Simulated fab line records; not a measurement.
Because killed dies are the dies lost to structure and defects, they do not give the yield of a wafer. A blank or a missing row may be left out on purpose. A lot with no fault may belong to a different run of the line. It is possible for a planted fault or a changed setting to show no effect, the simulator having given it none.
Check for tools in common || flow n5 finfet || 10 lots, 30 wafers sampled

WHY IT WAS OPENED
Of 10 lots, 2 have the reading CJ_P flagged at N5_BEOL_M4_RC_MEAS_101. Wafers without a fault read 5.81, standard deviation 0.19.
Rule: a lot is flagged when every wafer of it that has a number lies more than 4 standard deviations from that mean, or none has a number. The rest of the lots are taken to be sound.

{"lot": "L952", "measured": "day 8 17:43", "on": "prober-02", "CJ_P, wafer by wafer": "5.78 5.68 5.86", "flag": ""}
{"lot": "L954", "measured": "day 9 17:08", "on": "prober-02", "CJ_P, wafer by wafer": "6.03 6.12 5.47", "flag": ""}
{"lot": "L955", "measured": "day 9 19:52", "on": "prober-01", "CJ_P, wafer by wafer": "5.50 6.08 5.72", "flag": ""}
{"lot": "L957", "measured": "day 10 00:43", "on": "prober-01", "CJ_P, wafer by wafer": "6.08 5.99 5.46", "flag": ""}
{"lot": "L960", "measured": "day 10 09:16", "on": "prober-01", "CJ_P, wafer by wafer": "4.48 4.33 4.30", "flag": "FLAGGED"}
{"lot": "L958", "measured": "day 11 03:57", "on": "prober-01", "CJ_P, wafer by wafer": "4.29 4.37 4.15", "flag": "FLAGGED"}
{"lot": "L970", "measured": "day 13 05:46", "on": "prober-02", "CJ_P, wafer by wafer": "5.66 6.20 6.03", "flag": ""}
{"lot": "L971", "measured": "day 13 16:05", "on": "prober-02", "CJ_P, wafer by wafer": "5.67 5.87 6.07", "flag": ""}
{"lot": "L972", "measured": "day 13 23:15", "on": "prober-02", "CJ_P, wafer by wafer": "5.83 5.65 5.81", "flag": ""}
{"lot": "L973", "measured": "day 14 19:29", "on": "prober-01", "CJ_P, wafer by wafer": "5.71 5.41 5.85", "flag": ""}
Average over the flagged lots: 4.32; offset from the usual -1.49, equal to -8 standard deviations.

EACH LOT AND THE TOOL IT RAN ON
Before the reading, the record contains 2 process steps out of a 1938-step route. Cell contents, in order: the tool; ch with the chambers the sampled wafers went through; the start.
{"lot": "L952", "flag": "", "N5_ZERO_LAYER_ETCH_17": "rie diel-05 ch 0,2, day 1 19:02", "N5_WELL_APT_IMPLANT_15": "implanter-02 ch 0, day 1 20:14"}
{"lot": "L954", "flag": "", "N5_ZERO_LAYER_ETCH_17": "rie diel-05 ch 0,1,2, day 2 07:06", "N5_WELL_APT_IMPLANT_15": "implanter-02 ch 0, day 2 08:21"}
{"lot": "L955", "flag": "", "N5_ZERO_LAYER_ETCH_17": "rie diel-05 ch 1,2,3, day 2 12:43", "N5_WELL_APT_IMPLANT_15": "implanter-01 ch 0, day 2 14:26"}
{"lot": "L957", "flag": "", "N5_ZERO_LAYER_ETCH_17": "rie diel-04 ch 0,1,3, day 3 00:50", "N5_WELL_APT_IMPLANT_15": "implanter-01 ch 0, day 3 02:06"}
{"lot": "L960", "flag": "FLAGGED", "N5_ZERO_LAYER_ETCH_17": "rie diel-02 ch 0,2,3, day 3 18:56", "N5_WELL_APT_IMPLANT_15": "implanter-01 ch 0, day 3 20:20"}
{"lot": "L958", "flag": "FLAGGED", "N5_ZERO_LAYER_ETCH_17": "rie diel-04 ch 0,3, day 3 06:59", "N5_WELL_APT_IMPLANT_15": "implanter-01 ch 0, day 3 08:13"}
{"lot": "L970", "flag": "", "N5_ZERO_LAYER_ETCH_17": "rie diel-02 ch 2,3, day 6 06:44", "N5_WELL_APT_IMPLANT_15": "implanter-01 ch 0, day 6 08:03"}
{"lot": "L971", "flag": "", "N5_ZERO_LAYER_ETCH_17": "rie diel-04 ch 0,1,3, day 6 12:43", "N5_WELL_APT_IMPLANT_15": "implanter-01 ch 0, day 6 13:55"}
{"lot": "L972", "flag": "", "N5_ZERO_LAYER_ETCH_17": "rie diel-02 ch 0,3, day 6 19:04", "N5_WELL_APT_IMPLANT_15": "implanter-01 ch 0, day 6 20:35"}
{"lot": "L973", "flag": "", "N5_ZERO_LAYER_ETCH_17": "rie diel-02 ch 2,3, day 7 00:50", "N5_WELL_APT_IMPLANT_15": "implanter-01 ch 0, day 7 02:12"}
What these steps do:
- N5_ZERO_LAYER_ETCH_17: etches SiO2 in CF4, target depth 12 nm, time 13.3 s.
- N5_WELL_APT_IMPLANT_15
- N5_BEOL_M4_RC_MEAS_101

FLAGGED OVER TOTAL, TOOL BY TOOL (the gauges that took the reading come last)
{"step": "N5_ZERO_LAYER_ETCH_17", "tool": "rie diel-02", "lots run": 4, "flagged": 1, "share of the flagged lots": "some", "sound lots run after its first flagged lot": "3 (L970,L972,L973)"}
{"step": "N5_ZERO_LAYER_ETCH_17", "tool": "rie diel-04", "lots run": 3, "flagged": 1, "share of the flagged lots": "some", "sound lots run after its first flagged lot": "1 (L971)"}
{"step": "N5_ZERO_LAYER_ETCH_17", "tool": "rie diel-05", "lots run": 3, "flagged": 0, "share of the flagged lots": "none", "sound lots run after its first flagged lot": "-"}
{"step": "N5_WELL_APT_IMPLANT_15", "tool": "implanter-01", "lots run": 8, "flagged": 2, "share of the flagged lots": "all", "sound lots run after its first flagged lot": "4 (L970,L971,L972,L973)"}
{"step": "N5_WELL_APT_IMPLANT_15", "tool": "implanter-02", "lots run": 2, "flagged": 0, "share of the flagged lots": "none", "sound lots run after its first flagged lot": "-"}
{"step": "N5_BEOL_M4_RC_MEAS_101", "tool": "prober-01", "lots run": 5, "flagged": 2, "share of the flagged lots": "all", "sound lots run after its first flagged lot": "1 (L973)"}
{"step": "N5_BEOL_M4_RC_MEAS_101", "tool": "prober-02", "lots run": 5, "flagged": 0, "share of the flagged lots": "none", "sound lots run after its first flagged lot": "-"}

THE TABLE: WHAT IT ALLOWS
Table rows that saw every flagged lot: 2, namely implanter-01 at N5_WELL_APT_IMPLANT_15 and prober-01 at N5_BEOL_M4_RC_MEAS_101.
- implanter-01 at N5_WELL_APT_IMPLANT_15: 2 of its 8 lots flagged. Sound lots ran on it after the first flagged one (L970, L971, L972, L973), which a lasting fault on the whole tool wouldn't allow. Its own readings lie more than 4 standard deviations out on every wafer of the flagged lots: dose ions cm2, faraday current uA.
- prober-01 at N5_BEOL_M4_RC_MEAS_101: 2 of its 5 lots flagged. Sound lots ran on it after the first flagged one (L973), which a lasting fault on the whole tool wouldn't allow.
No row of the table ran every flagged lot and no sound lot after the first.

WHAT THE SIMULATOR HAD PUT IN
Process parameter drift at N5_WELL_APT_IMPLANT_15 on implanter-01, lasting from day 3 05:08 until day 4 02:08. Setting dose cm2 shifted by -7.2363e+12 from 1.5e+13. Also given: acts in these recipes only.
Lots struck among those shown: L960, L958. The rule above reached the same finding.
